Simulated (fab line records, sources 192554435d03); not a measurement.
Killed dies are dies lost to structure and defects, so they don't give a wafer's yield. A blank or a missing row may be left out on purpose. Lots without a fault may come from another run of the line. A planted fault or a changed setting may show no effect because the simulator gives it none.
fab line records | flow n5_finfet
record lots=6 wafers=18 last_day=18
route steps=1938 shown SD_EPI_N@276 BEOL_M4@1111 PASSIVATION@1936
lots that met no fault: from a run of the same line without faults
start_h: hours from the record's first day to the start of the lot's first wafer shown | wait_h: hours since the lot's step before | " the same as in the row above | L1.1+2: a row that stands for several wafers | - no value, or no start given | * or withheld: withheld | < > ~ a bound
route shown NAME@n: a module of which the file shows steps, and the number in the route of the first | usual: mean/standard deviation of fault-free wafers | same: alike in all rows | chamber/n: place in a boat | sites: the reading at each site | _std_site: their standard deviation | _edge_site: outer sites' mean less inner sites' | radius_mm: how far each site lies from the wafer's centre | mask NAME#n: copy n | behind: the tool/chamber that last shaped the wafer | hold: why the lot was held/for how many hours/how that ended | device: the transistor (n, p or np) that didn't switch | end of line: the same wafers' tests at the end of the route | a step without rows: its recipe alone | killed: dies lost to structure and defects at the first sort, not the wafer's yield | map: a wafer's dies, x killed, . not, _ none there
set.NAME: the setting as run; set.NAME@STEP: as run at that earlier step | model.NAME: the simulator's own value behind a step, which no gauge read
lots at some steps of the route; a table a step, a row a wafer
services: from which hour (start_h, from the record's first day; less than 0 if before it) a tool's chamber was out of use, for how many hours, and why
## steps
# step N5_SD_EPI_N_STRIP_36
# recipe chemistry=N2/H2 temp_c=40 n2_flow_sccm=200 h2_flow_sccm=200 rf_frequency_hz=6e+07
# step N5_SD_EPI_N_ETCHBACK_44
# recipe chemistry=CH3F/O2 mode=anisotropic_etchback target=SiNx target_depth_a=145 stop_on=SiO2 over_etch_frac=0.3 ion_energy_ev=120 pressure_mtorr=30 source_w=395 bias_w=73 Ar_flow_sccm=150 CH3F_flow_sccm=30 O2_flow_sccm=20
# usual drypump_motor_current_A=5.8/0.42 oes_product_au=0.64/0.041 rf_vpp_V=299/5.5 showerhead_plenum_p_Torr=2.01/0.077 throttle_valve_pct=16.39/0.24
# columns lot.wafer tool chamber start_h wait_h drypump_motor_current_A oes_product_au rf_hours_counter_h rf_vpp_V showerhead_plenum_p_Torr throttle_valve_pct
L251.1 rie_diel-04 2 65.73 0.0 6.0 0.65 150 293 1.92 16.20
L251.3 " 0 " " 5.6 0.72 41 288 1.95 15.91
L251.5 " 3 " " 5.7 0.63 - 298 2.08 16.68
L258.1 rie_diel-05 0 104.15 0.0 5.6 0.63 180 305 1.99 16.71
L258.5 " 2 " " 5.5 0.64 - 299 2.07 16.12
L258.6 " 3 " " 6.1 0.67 - 298 2.00 16.42
L260.1 rie_diel-02 2 117.63 0.0 6.4 0.73 47 306 2.13 16.23
L260.2 " 1 " " 5.8 0.63 181 295 2.06 16.50
L260.3 " 0 " " 5.8 0.61 222 298 1.90 16.34
L261.1 rie_diel-04 2 127.88 0.0 6.1 0.65 172 293 1.92 16.26
L261.3 " 0 " " 5.6 0.70 66 287 1.94 15.94
L261.4 " 1 " " 5.3 0.62 197 299 2.08 16.79
L263.1 rie_diel-04 2 136.25 0.0 6.0 0.64 175 292 1.92 16.27
L263.5 " 0 " " 5.6 0.69 - 287 1.94 15.94
L263.6 " 1 " " 5.3 0.62 - 301 2.08 16.79
L267.2 rie_diel-05 1 157.37 0.0 6.5 0.59 225 298 1.90 16.62
L267.4 " 2 " " 5.5 0.63 189 301 2.06 16.17
L267.6 " 0 " " 5.6 0.62 - 306 1.98 16.74
# step N5_SD_EPI_N_ETCH_45
# recipe chemistry=CH3F/O2 target=SiOCN target_depth_a=60 mask_material=SOC ion_energy_ev=60 bias_w=29 pressure_mtorr=15 source_w=410 Ar_flow_sccm=150 CH3F_flow_sccm=30 O2_flow_sccm=20
# usual drypump_motor_current_A=5.8/0.42 oes_product_au=0.75/0.055 rf_vpp_V=127.5/1.1 showerhead_plenum_p_Torr=2.00/0.077 throttle_valve_pct=23.34/0.24
# columns lot.wafer tool chamber start_h wait_h drypump_motor_current_A oes_product_au rf_hours_counter_h rf_vpp_V showerhead_plenum_p_Torr throttle_valve_pct
L251.1 rie_diel-04 2 65.83 0.1 6.0 0.77 150 127.0 1.92 23.22
L251.3 " 0 " " 5.6 0.85 41 127.3 1.94 22.89
L251.5 " 3 " " 5.8 0.72 - 129.5 2.07 23.55
L258.1 rie_diel-05 0 104.25 0.1 5.6 0.70 180 126.9 1.98 23.71
L258.5 " 2 " " 5.5 0.75 - 128.2 2.06 23.06
L258.6 " 3 " " 6.1 0.77 - 127.7 2.00 23.38
L260.1 rie_diel-02 2 117.73 0.1 6.4 0.87 47 129.7 2.12 23.26
L260.2 " 1 " " 5.8 0.73 181 128.3 2.06 23.41
L260.3 " 0 " " 5.8 0.71 222 127.3 1.89 23.26
L261.1 rie_diel-04 2 127.98 0.1 6.0 0.75 172 127.2 1.91 23.28
L261.3 " 0 " " 5.6 0.81 66 126.6 1.93 22.91
L261.4 " 1 " " 5.3 0.71 197 127.5 2.08 23.73
L263.1 rie_diel-04 2 136.35 0.1 6.0 0.74 175 125.9 1.91 23.26
L263.5 " 0 " " 5.6 0.80 - 127.2 1.93 22.91
L263.6 " 1 " " 5.3 0.72 - 126.8 2.08 23.77
L267.2 rie_diel-05 1 157.47 0.1 6.5 0.67 225 127.4 1.89 23.57
L267.4 " 2 " " 5.5 0.74 189 128.8 2.05 23.10
L267.6 " 0 " " 5.6 0.71 - 126.4 1.98 23.75
# step N5_SD_EPI_N_ETCH_16
# recipe chemistry=CHF3/O2 target=SiO2 target_depth_a=50 mask_material=SOC pressure_mtorr=30 source_w=650 bias_w=170 Ar_flow_sccm=200 CHF3_flow_sccm=50 O2_flow_sccm=5 ion_energy_ev=200
# step N5_SD_EPI_N_STRIP_47
# recipe chemistry=CHF3/O2 resist=SiARC rf_frequency_hz=6e+07
# step N5_SD_EPI_N_SD_RECESS_17
# recipe chemistry=HBr/Cl2/O2 target_depth_a=410 mask_material=SOC time_s=23.7 bt_time_s=3 pressure_mtorr=10 icp_w=800 bias_w=112 HBr_flow_sccm=150 Cl2_flow_sccm=80 O2_flow_sccm=12
# usual drypump_motor_current_A=5.6/0.47 oes_product_au=0.999/0.015 throttle_valve_pct=37.13/0.25
# columns lot.wafer tool chamber start_h wait_h drypump_motor_current_A oes_product_au rf_hours_counter_h throttle_valve_pct
L251.1 rie_si-02 0 66.00 0.0 6.7 1.020 44 37.03
L251.3 " 1 " " 5.2 0.982 45 37.09
L251.5 " 0 " " 6.7 1.012 - 37.06
L258.1 rie_si-02 2 104.42 0.0 4.7 1.010 4 36.97
L258.5 " 0 " " 6.7 1.013 - 37.07
L258.6 " 3 " " 5.2 0.987 - 36.77
L260.1 rie_si-06 2 117.90 0.0 4.8 1.008 23 37.76
L260.2 " 1 " " 5.6 0.993 2 37.05
L260.3 " 0 " " 5.4 0.985 36 37.27
L261.1 rie_si-06 2 128.15 0.0 4.8 1.012 23 37.75
L261.3 " 1 " " 5.6 0.987 2 37.05
L261.4 " 1 " " 5.6 0.995 - 37.06
L263.1 rie_si-05 0 136.52 0.0 5.7 0.997 88 36.84
L263.5 " 1 " " 5.7 0.982 - 37.13
L263.6 " 2 " " 5.7 1.010 - 37.12
L267.2 rie_si-06 0 157.64 0.0 5.4 0.979 37 37.27
L267.4 " 1 " " 5.6 0.999 3 37.07
L267.6 " 3 " " 5.5 1.004 - 36.83
# step N5_SD_EPI_N_STRIP_38
# recipe chemistry=N2/H2 power_w=1000 temp_c=250 h2_frac=0.65 overash_fraction=0.3 pressure_mtorr=withheld n2_flow_sccm=1750 h2_flow_sccm=3250
# usual drypump_motor_current_A=5.86/0.24 heater_power_w=336/26 n2_flow_sccm=1749/5.1 oes_product_au=0.760/0.012
# columns lot.wafer tool chamber start_h wait_h drypump_motor_current_A heater_power_w n2_flow_sccm oes_product_au rf_hours_counter_h
L251.1 plasma_asher-02 1 66.09 0.1 5.70 392 1755 0.766 36
L251.3 " 0 " " 6.26 334 1747 0.758 -
L251.5 " 1 " " 5.68 380 1748 0.757 -
L258.1 plasma_asher-01 0 104.52 0.1 5.85 321 1754 0.755 88
L258.5 " 1 " " 5.65 314 1743 0.750 -
L258.6 " 0 " " 5.86 326 1757 0.753 -
L260.1 plasma_asher-01 1 118.00 0.1 5.64 309 1747 0.768 92
L260.2 " 0 " " 5.89 328 1746 0.766 92
L260.3 " 1 " " 5.65 315 1747 0.766 -
L261.1 plasma_asher-02 0 128.24 0.1 6.22 325 1750 0.757 50
L261.3 " 0 " " 6.24 332 1751 0.768 -
L261.4 " 1 " " 5.74 372 1752 0.766 -
L263.1 plasma_asher-01 0 136.62 0.1 5.84 315 1747 0.744 94
L263.5 " 0 " " 5.87 324 1748 0.758 -
L263.6 " 1 " " 5.64 318 1748 0.776 -
L267.2 plasma_asher-01 1 157.74 0.1 5.64 312 1744 0.746 97
L267.4 " 1 " " 5.64 314 1753 0.766 -
L267.6 " 0 " " 5.84 321 1742 0.755 -
# step N5_SD_EPI_N_WET_ETCH_43
# recipe chemistry=dHF dilution=withheld time_s=14 target=SiO2 target_depth_a=15 temp_c=25
# step N5_SD_EPI_N_STRIP_18
# recipe chemistry=SPM time_s=750 temp_c=130 h2so4_h2o2_vol_ratio=4
# step N5_SD_EPI_N_SRD_20
# recipe dry=ipa_marangoni do_ppb=5 time_s=30 temp_c=23 rinse_liquid=diw
# step N5_SD_EPI_N_PRECLEAN_48
# recipe chemistry=NF3:NH3 afs_cycles=2 temp_c=30 time_s=20 sublimation_temp_c=180 sublimation_time_s=60 pressure_torr=3 rf_power_w=30
# step N5_SD_EPI_N_VAPOR_ETCH_50
# recipe chemistry=HCl target=Si temp_c=775 time_s=54 pressure_torr=20 mode=isotropic
# usual throttle_valve_pct=11.88/0.29
# columns lot.wafer tool chamber start_h wait_h throttle_valve_pct
L251.1 epi_rpcvd-02 0 66.80 0.3 12.23
L251.3 " 0 " " 12.14
L251.5 " 0 " " 12.31
L258.1 epi_rpcvd-04 0 105.23 0.3 11.85
L258.5 " 0 " " 11.55
L258.6 " 0 " " 11.53
L260.1 epi_rpcvd-04 0 118.85 0.4 11.62
L260.2 " 0 " " 11.57
L260.3 " 0 " " 11.66
L261.1 epi_rpcvd-01 0 129.10 0.4 12.11
L261.3 " 0 " " 12.08
L261.4 " 0 " " 12.08
L263.1 epi_rpcvd-01 0 137.49 0.4 12.16
L263.5 " 0 " " 12.07
L263.6 " 0 " " 12.12
L267.2 epi_rpcvd-02 0 158.48 0.3 11.95
L267.4 " 0 " " 12.13
L267.6 " 0 " " 12.23
# step N5_SD_EPI_N_EPI_21
# recipe material=Si:P dopant=P temp_c=680 pressure_torr=255 time_s=690
# usual chamber_pressure_Torr=255.0/0.62 epi_growth_time_s=690/0
# columns lot.wafer tool chamber start_h wait_h chamber_pressure_Torr epi_growth_time_s
L251.1 epi_rpcvd-02 0 66.98 0.1 255.0 690
L251.3 " 0 " " 255.4 690
L251.5 " 0 " " 255.1 690
L258.1 epi_rpcvd-04 0 105.41 0.1 254.8 690
L258.5 " 0 106.53 1.1 254.2 690
L258.6 " 0 " " 255.1 690
L260.1 epi_rpcvd-04 - 119.09 0.2 - -
L260.2 " - " " - -
L260.3 " - " " - -
L261.1 epi_rpcvd-01 - 129.42 0.3 - -
L261.3 " - " " - -
L261.4 " - " " - -
L263.1 epi_rpcvd-01 0 137.73 0.2 254.8 690
L263.5 " 0 139.23 1.5 254.6 690
L263.6 " 0 " " 254.7 690
L267.2 epi_rpcvd-02 0 158.91 0.4 255.1 690
L267.4 " 0 " " 254.1 690
L267.6 " 0 " " 254.5 690
# step N5_SD_EPI_N_PRECLEAN_24
# recipe chemistry=O3/DIW time_s=60 temp_c=22 o3_ppm=10
# step N5_BEOL_M4_RC_MEAS_101
# usual DIBL_N=36.6/1.9 DIBL_P=36.7/2.2 IOFF_N=0.16/0.035 IOFF_P=0.22/0.038 ION_N=672/14 ION_P=462/8.3 SS_N=71.6/0.65 SS_P=73.5/0.72 VT_N=250/3.5 VT_P=-250/3.1
# columns lot.wafer tool chamber start_h wait_h DIBL_N[mV/V] DIBL_P[mV/V] IOFF_N[nA/um] IOFF_P[nA/um] ION_N[uA/um] ION_P[uA/um] SS_N[mV/dec] SS_P[mV/dec] VT_N[mV] VT_P[mV]
L251.1 prober-02 0 218.22 0.0 32.9 32.0 0.11 0.17 673 468 70.0 72.3 252 -248
L251.3 " 0 " " 35.2 35.0 0.13 0.21 657 465 70.7 72.8 253 -245
L251.5 " 0 " " 35.5 35.4 0.14 0.22 659 463 70.8 73.1 251 -247
L258.1 prober-02 0 249.12 0.0 35.6 36.2 0.14 0.20 654 455 71.2 72.7 252 -253
L258.5 " 0 " " 36.5 36.0 0.14 0.19 669 463 71.6 72.9 252 -251
L258.6 " 0 " " 35.6 35.9 0.13 0.19 660 450 71.8 73.9 254 -251
L263.1 prober-02 0 279.58 0.0 35.7 36.3 0.14 0.20 675 469 72.0 73.0 254 -251
L263.5 " 0 " " 35.3 36.2 0.14 0.20 676 470 70.9 72.9 252 -250
L263.6 " 0 " " 37.5 39.4 0.17 0.24 663 452 71.9 74.2 250 -249
L267.2 prober-02 0 301.75 0.2 36.4 35.5 0.15 0.19 677 462 71.3 73.3 253 -254
L267.4 " 0 " " 40.1 40.6 0.25 0.28 683 460 72.1 74.9 243 -248
L267.6 " 0 " " 38.5 37.8 0.19 0.21 700 470 72.1 74.3 247 -253
# step N5_PASSIVATION_PROBE_49
# usual defect_limited_yield=91.6/1.4 killed_at_M0_to_M3=35/10 killed_at_M4_up=13/4.8 killed_at_contacts=12/7.2 killed_at_front_end=36/12 killed_at_other=4/3.1 killed_dies=100/17 killed_on_rim=13/4.2 killed_open=66/13 killed_short=32/7.3 sort_bin_5_function=5.0/0.94 sort_bin_6_memory=3.1/0.67 sort_n_pass=1080/17 sort_yield_pct=91.6/1.4
# same gross_dies=1180 killed_at_back_side=0 sort_bin_4_leakage[%]=0 sort_bin_8_speed[%]=0
# columns lot.wafer tool chamber start_h wait_h defect_limited_yield[%] killed_at_M0_to_M3 killed_at_M4_up killed_at_contacts killed_at_front_end killed_at_other killed_dies killed_on_rim killed_open killed_short sort_bin_5_function[%] sort_bin_6_memory[%] sort_n_pass sort_yield_pct[%]
L251.1 prober-01 - 347.61 0.0 91.9 43 12 5 27 8 95 14 67 26 5.1 2.8 1085 91.9
L251.3 prober-01 - 347.71 0.1 90.3 24 15 9 65 2 115 9 69 46 5.9 3.1 1065 90.3
L251.5 prober-01 - 347.81 0.2 92.3 31 8 5 34 13 91 13 66 24 4.7 2.7 1089 92.3
L258.1 prober-02 - 375.70 0.0 93.6 26 16 8 23 2 75 8 46 27 3.6 2.3 1105 93.6
L258.5 prober-02 - 375.90 0.2 94.3 28 11 8 20 0 67 8 43 24 3.4 1.9 1113 94.3
L258.6 prober-02 - 375.95 0.3 93.2 35 6 4 34 1 80 15 53 21 4.1 1.6 1100 93.2
L260.1 prober-02 - 376.75 0.0 0 40 9 12 1114 5 1180 152 62 33 96.8 3.1 0 0
L260.2 prober-02 - 376.80 0.1 0 29 9 15 1114 13 1180 152 79 30 96.0 3.7 0 0
L260.3 prober-02 - 376.85 0.1 0 26 17 5 1122 10 1180 152 54 47 96.4 3.1 0 0
L261.1 prober-02 - 377.05 0.3 0 40 5 14 1117 4 1180 152 59 39 96.7 3.1 0 0
L261.3 prober-02 - 377.15 0.4 0 35 17 5 1114 9 1180 152 65 40 95.8 3.8 0 0
L261.4 prober-02 - 377.20 0.5 0 54 11 8 1101 6 1180 152 92 41 95.5 4.3 0 0
L263.1 prober-02 - 407.17 0.0 92.1 39 18 6 28 2 93 9 72 19 4.8 2.9 1087 92.1
L263.5 prober-02 - 407.37 0.2 90.3 49 14 11 38 2 114 16 77 36 6.0 3.1 1066 90.3
L263.6 prober-02 - 407.42 0.3 93.6 30 22 5 18 0 75 6 52 22 4.3 1.9 1105 93.6
L267.2 prober-02 - 428.03 0.1 91.9 47 14 5 28 1 95 10 67 27 4.8 3.1 1085 91.9
L267.4 prober-02 - 428.13 0.2 92.3 22 11 11 42 5 91 14 63 28 4.2 3.3 1089 92.3
L267.6 prober-02 - 428.23 0.3 91.9 44 16 8 25 3 96 11 71 24 5.0 3.0 1084 91.9
# killed by level:class
L251.1 STI_FIN_REVEAL:geometric_particle:open=10 BEOL_M2:geometric_particle:open=10 BEOL_M3:geometric_particle:open=10 BEOL_M0_SAQP:geometric_particle:short=7 MOL_CONTACT_COAG:geometric_particle:open=5 BEOL_M0_SAQP:geometric_particle:open=5 BEOL_M1:geometric_particle:open=4 GATE_CUT:geometric_particle:short=3
L251.3 FIN_SAQP:geometric_particle:short=15 GATE_CUT:geometric_particle:short=11 FIN_SAQP:geometric_particle:open=10 STI_FIN_REVEAL:geometric_particle:open=10 BEOL_M0_SAQP:geometric_particle:short=6 MOL_CONTACT_COAG:geometric_particle:open=6 BEOL_M0:geometric_particle:open=6 BEOL_M1:geometric_particle:open=5
L251.5 BEOL_M3:geometric_particle:open=12 GATE_CUT:geometric_particle:open=7 BEOL_M0_SAQP:geometric_particle:short=7 FIN_SAQP:geometric_particle:open=6 STI_FIN_REVEAL:geometric_particle:open=6 GATE_CUT:geometric_particle:short=5 PASS1_CAP:geometric_particle:open=5 DUMMY_GATE:geometric_particle:open=4
L258.1 BEOL_M2:geometric_particle:open=12 BEOL_M4:geometric_particle:open=6 MOL_CONTACT_COAG:geometric_particle:open=6 BEOL_M4:geometric_particle:short=5 BEOL_M3:geometric_particle:open=4 STARTING-WAFER:geometric_particle:short=4 FIN_SAQP:geometric_particle:short=3 GATE_CUT:geometric_particle:short=3
L258.5 BEOL_M0_SAQP:geometric_particle:open=7 MOL_CONTACT_COAG:geometric_particle:open=6 BEOL_M1:geometric_particle:open=6 BEOL_M0_SAQP:geometric_particle:short=5 BEOL_M4:geometric_particle:open=4 STARTING-WAFER:geometric_particle:short=4 FIN_SAQP:geometric_particle:open=3 DUMMY_GATE:geometric_particle:open=3
L258.6 BEOL_M2:geometric_particle:open=11 STI_FIN_REVEAL:geometric_particle:open=10 BEOL_M3:geometric_particle:open=9 BEOL_M0_SAQP:geometric_particle:short=6 HKMG_FIN:area_etch=6 STARTING-WAFER:geometric_particle:open=4 FIN_SAQP:geometric_particle:open=3 STI_FIN_REVEAL:geometric_particle:short=3
L260.1 SD_EPI_N:area_epi=1085 MOL_CONTACT_COAG:geometric_particle:open=9 BEOL_M0_SAQP:geometric_particle:open=8 BEOL_M3:geometric_particle:open=8 BEOL_M0_SAQP:geometric_particle:short=8 BEOL_M0:geometric_particle:open=7 FIN_SAQP:geometric_particle:open=5 STARTING-WAFER:geometric_particle:short=5
L260.2 SD_EPI_N:area_epi=1071 FIN_SAQP:geometric_particle:open=18 MOL_CONTACT_COAG:geometric_particle:open=14 STI_FIN_REVEAL:geometric_particle:open=6 BEOL_M0_SAQP:geometric_particle:open=6 MIM_TOP_ETCH:geometric_particle:open=6 BEOL_M1:geometric_particle:open=5 MIM_TOP_ETCH:geometric_particle:short=5
L260.3 SD_EPI_N:area_epi=1078 BEOL_M0_SAQP:geometric_particle:short=13 STI_FIN_REVEAL:geometric_particle:open=10 BEOL_M0_SAQP:geometric_particle:open=6 BEOL_M4:geometric_particle:open=6 GATE_CUT:geometric_particle:short=5 ILD0:geometric_particle:short=4 BEOL_M4:geometric_particle:short=4
L261.1 SD_EPI_N:area_epi=1082 MOL_CONTACT_COAG:geometric_particle:open=12 FIN_SAQP:geometric_particle:short=11 BEOL_M3:geometric_particle:open=9 BEOL_M0_SAQP:geometric_particle:open=8 BEOL_M0_SAQP:geometric_particle:short=7 FIN_SAQP:geometric_particle:open=6 BEOL_M3:geometric_particle:short=5
L261.3 SD_EPI_N:area_epi=1075 FIN_SAQP:geometric_particle:open=13 BEOL_M4:geometric_particle:open=13 FIN_SAQP:geometric_particle:short=8 BEOL_M2:geometric_particle:open=7 BEOL_M0_SAQP:geometric_particle:short=7 BEOL_M1:geometric_particle:short=6 BEOL_M1:geometric_particle:open=6
L261.4 SD_EPI_N:area_epi=1046 BEOL_M0_SAQP:geometric_particle:open=19 FIN_SAQP:geometric_particle:open=16 STI_FIN_REVEAL:geometric_particle:open=15 BEOL_M0_SAQP:geometric_particle:short=11 BEOL_M3:geometric_particle:open=9 FIN_SAQP:geometric_particle:short=7 MOL_CONTACT_COAG:geometric_particle:open=6
L263.1 BEOL_M4:geometric_particle:open=12 BEOL_M0_SAQP:geometric_particle:open=9 BEOL_M3:geometric_particle:open=9 BEOL_M1:geometric_particle:open=7 BEOL_M0_SAQP:geometric_particle:short=6 BEOL_M2:geometric_particle:open=6 STI_FIN_REVEAL:geometric_particle:open=5 DUMMY_GATE:geometric_particle:open=5
L263.5 BEOL_M0_SAQP:geometric_particle:short=14 BEOL_M0_SAQP:geometric_particle:open=12 BEOL_M2:geometric_particle:open=12 FIN_SAQP:geometric_particle:open=10 STI_FIN_REVEAL:geometric_particle:open=7 MOL_CONTACT_COAG:geometric_particle:open=7 BEOL_M4:geometric_particle:open=6 MOL_CONTACT_COAG:geometric_particle:short=4
L263.6 BEOL_M4:geometric_particle:open=10 BEOL_M0_SAQP:geometric_particle:short=9 BEOL_M0_SAQP:geometric_particle:open=9 BEOL_M2:geometric_particle:open=6 MOL_CONTACT_COAG:geometric_particle:open=5 BEOL_M6:geometric_particle:open=4 GATE_CUT:geometric_particle:open=3 FIN_SAQP:geometric_particle:open=2
L267.2 BEOL_M2:geometric_particle:open=16 BEOL_M3:geometric_particle:open=12 BEOL_M0_SAQP:geometric_particle:short=7 STI_FIN_REVEAL:geometric_particle:open=6 GATE_CUT:geometric_particle:short=5 MOL_CONTACT_COAG:geometric_particle:open=5 BEOL_M0_SAQP:geometric_particle:open=4 BEOL_M5:geometric_particle:short=4
L267.4 STI_FIN_REVEAL:geometric_particle:open=16 MOL_CONTACT_COAG:geometric_particle:open=9 BEOL_M2:geometric_particle:open=6 STI_FIN_REVEAL:geometric_particle:short=5 BEOL_M0_SAQP:geometric_particle:open=5 FIN_SAQP:geometric_particle:open=4 GATE_CUT:geometric_particle:open=4 BEOL_M5:geometric_particle:open=4
L267.6 BEOL_M2:geometric_particle:open=16 BEOL_M0_SAQP:geometric_particle:open=7 BEOL_M3:geometric_particle:open=7 FIN_SAQP:geometric_particle:open=6 BEOL_M2:geometric_particle:short=6 MOL_CONTACT_COAG:geometric_particle:open=6 BEOL_M4:geometric_particle:open=6 STI_FIN_REVEAL:geometric_particle:open=5
# map L260.1 (x killed, . not)
_________________xxxxxxxxxxxx________________
______________xxxxxxxxxxxxxxxxxx_____________
___________xxxxxxxxxxxxxxxxxxxxxxxx__________
__________xxxxxxxxxxxxxxxxxxxxxxxxxx_________
________xxxxxxxxxxxxxxxxxxxxxxxxxxxxxx_______
_______xxxxxxxxxxxxxxxxxxxxxxxxxxxxxxxx______
______xxxxxxxxxxxxxxxxxxxxxxxxxxxxxxxxxx_____
_____xxxxxxxxxxxxxxxxxxxxxxxxxxxxxxxxxxxx____
____xxxxxxxxxxxxxxxxxxxxxxxxxxxxxxxxxxxxxx___
___xxxxxxxxxxxxxxxxxxxxxxxxxxxxxxxxxxxxxxxx__
___xxxxxxxxxxxxxxxxxxxxxxxxxxxxxxxxxxxxxxxx__
__xxxxxxxxxxxxxxxxxxxxxxxxxxxxxxxxxxxxxxxxxx_
__xxxxxxxxxxxxxxxxxxxxxxxxxxxxxxxxxxxxxxxxxx_
_xxxxxxxxxxxxxxxxxxxxxxxxxxxxxxxxxxxxxxxxxxxx
_xxxxxxxxxxxxxxxxxxxxxxxxxxxxxxxxxxxxxxxxxxxx
_xxxxxxxxxxxxxxxxxxxxxxxxxxxxxxxxxxxxxxxxxxxx
_xxxxxxxxxxxxxxxxxxxxxxxxxxxxxxxxxxxxxxxxxxxx
_xxxxxxxxxxxxxxxxxxxxxxxxxxxxxxxxxxxxxxxxxxxx
_xxxxxxxxxxxxxxxxxxxxxxxxxxxxxxxxxxxxxxxxxxxx
_xxxxxxxxxxxxxxxxxxxxxxxxxxxxxxxxxxxxxxxxxxxx
_xxxxxxxxxxxxxxxxxxxxxxxxxxxxxxxxxxxxxxxxxxxx
__xxxxxxxxxxxxxxxxxxxxxxxxxxxxxxxxxxxxxxxxxx_
__xxxxxxxxxxxxxxxxxxxxxxxxxxxxxxxxxxxxxxxxxx_
___xxxxxxxxxxxxxxxxxxxxxxxxxxxxxxxxxxxxxxxx__
___xxxxxxxxxxxxxxxxxxxxxxxxxxxxxxxxxxxxxxxx__
____xxxxxxxxxxxxxxxxxxxxxxxxxxxxxxxxxxxxxx___
_____xxxxxxxxxxxxxxxxxxxxxxxxxxxxxxxxxxxx____
______xxxxxxxxxxxxxxxxxxxxxxxxxxxxxxxxxx_____
_______xxxxxxxxxxxxxxxxxxxxxxxxxxxxxxxx______
________xxxxxxxxxxxxxxxxxxxxxxxxxxxxxx_______
__________xxxxxxxxxxxxxxxxxxxxxxxxxx_________
___________xxxxxxxxxxxxxxxxxxxxxxxx__________
______________xxxxxxxxxxxxxxxxxx_____________
_________________xxxxxxxxxxxx________________
# map L261.1 (x killed, . not)
_________________xxxxxxxxxxxx________________
______________xxxxxxxxxxxxxxxxxx_____________
___________xxxxxxxxxxxxxxxxxxxxxxxx__________
__________xxxxxxxxxxxxxxxxxxxxxxxxxx_________
________xxxxxxxxxxxxxxxxxxxxxxxxxxxxxx_______
_______xxxxxxxxxxxxxxxxxxxxxxxxxxxxxxxx______
______xxxxxxxxxxxxxxxxxxxxxxxxxxxxxxxxxx_____
_____xxxxxxxxxxxxxxxxxxxxxxxxxxxxxxxxxxxx____
____xxxxxxxxxxxxxxxxxxxxxxxxxxxxxxxxxxxxxx___
___xxxxxxxxxxxxxxxxxxxxxxxxxxxxxxxxxxxxxxxx__
___xxxxxxxxxxxxxxxxxxxxxxxxxxxxxxxxxxxxxxxx__
__xxxxxxxxxxxxxxxxxxxxxxxxxxxxxxxxxxxxxxxxxx_
__xxxxxxxxxxxxxxxxxxxxxxxxxxxxxxxxxxxxxxxxxx_
_xxxxxxxxxxxxxxxxxxxxxxxxxxxxxxxxxxxxxxxxxxxx
_xxxxxxxxxxxxxxxxxxxxxxxxxxxxxxxxxxxxxxxxxxxx
_xxxxxxxxxxxxxxxxxxxxxxxxxxxxxxxxxxxxxxxxxxxx
_xxxxxxxxxxxxxxxxxxxxxxxxxxxxxxxxxxxxxxxxxxxx
_xxxxxxxxxxxxxxxxxxxxxxxxxxxxxxxxxxxxxxxxxxxx
_xxxxxxxxxxxxxxxxxxxxxxxxxxxxxxxxxxxxxxxxxxxx
_xxxxxxxxxxxxxxxxxxxxxxxxxxxxxxxxxxxxxxxxxxxx
_xxxxxxxxxxxxxxxxxxxxxxxxxxxxxxxxxxxxxxxxxxxx
__xxxxxxxxxxxxxxxxxxxxxxxxxxxxxxxxxxxxxxxxxx_
__xxxxxxxxxxxxxxxxxxxxxxxxxxxxxxxxxxxxxxxxxx_
___xxxxxxxxxxxxxxxxxxxxxxxxxxxxxxxxxxxxxxxx__
___xxxxxxxxxxxxxxxxxxxxxxxxxxxxxxxxxxxxxxxx__
____xxxxxxxxxxxxxxxxxxxxxxxxxxxxxxxxxxxxxx___
_____xxxxxxxxxxxxxxxxxxxxxxxxxxxxxxxxxxxx____
______xxxxxxxxxxxxxxxxxxxxxxxxxxxxxxxxxx_____
_______xxxxxxxxxxxxxxxxxxxxxxxxxxxxxxxx______
________xxxxxxxxxxxxxxxxxxxxxxxxxxxxxx_______
__________xxxxxxxxxxxxxxxxxxxxxxxxxx_________
___________xxxxxxxxxxxxxxxxxxxxxxxx__________
______________xxxxxxxxxxxxxxxxxx_____________
_________________xxxxxxxxxxxx________________
## services
# columns tool chamber start_h hours kind
rie_diel-05 3 48.03 14.3 repair
plasma_asher-01 - 55.10 1.3 repair
epi_rpcvd-02 - 55.69 1.5 repair
rie_diel-02 1 58.16 9.7 repair
rie_diel-05 - 70.86 2.8 pm
rie_si-05 0 81.46 14.0 repair
rie_si-02 - 88.10 14.6 pm
rie_si-06 2 89.55 7.2 repair
rie_si-06 2 96.79 15.0 repair
rie_si-06 3 116.24 - clean
rie_si-06 3 116.24 19.5 scheduled_down
rie_si-06 3 116.24 19.5 vent_cycle
rie_diel-05 - 117.75 0.6 repair
rie_diel-05 - 126.84 0.3 repair
rie_diel-04 0 146.11 2.5 repair
rie_si-05 1 148.20 7.9 repair
## key
first_sign step=N5_SD_EPI_N_EPI_21 reading=tool_record direction=missing
effect step=N5_PASSIVATION_PROBE_49 reading=sort_bin_5_function direction=up sigmas=97 usual=5.0 struck=96.2
more_kills_born_at N5_SD_EPI_N_EPI_21@epi_rpcvd-04=3234 N5_SD_EPI_N_EPI_21@epi_rpcvd-01=3203
met_at N5_SD_EPI_N_EPI_21
struck_wafers L260.1,L260.2,L260.3,L261.1,L261.3,L261.4
later_rows_left_out L260.1,L260.2,L260.3,L261.1,L261.3,L261.4
onset_between 105.41 119.09
fault kind=skipped_step_whole tool=epi_rpcvd-01,epi_rpcvd-04 chamber=- onset_h=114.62 steps=N5_SD_EPI_N_EPI_21 scope=struck_lots_only
# later_rows_left_out: the simulator's readings of these wafers behind a module that went badly wrong aren't trusted and aren't shown, but for the sort
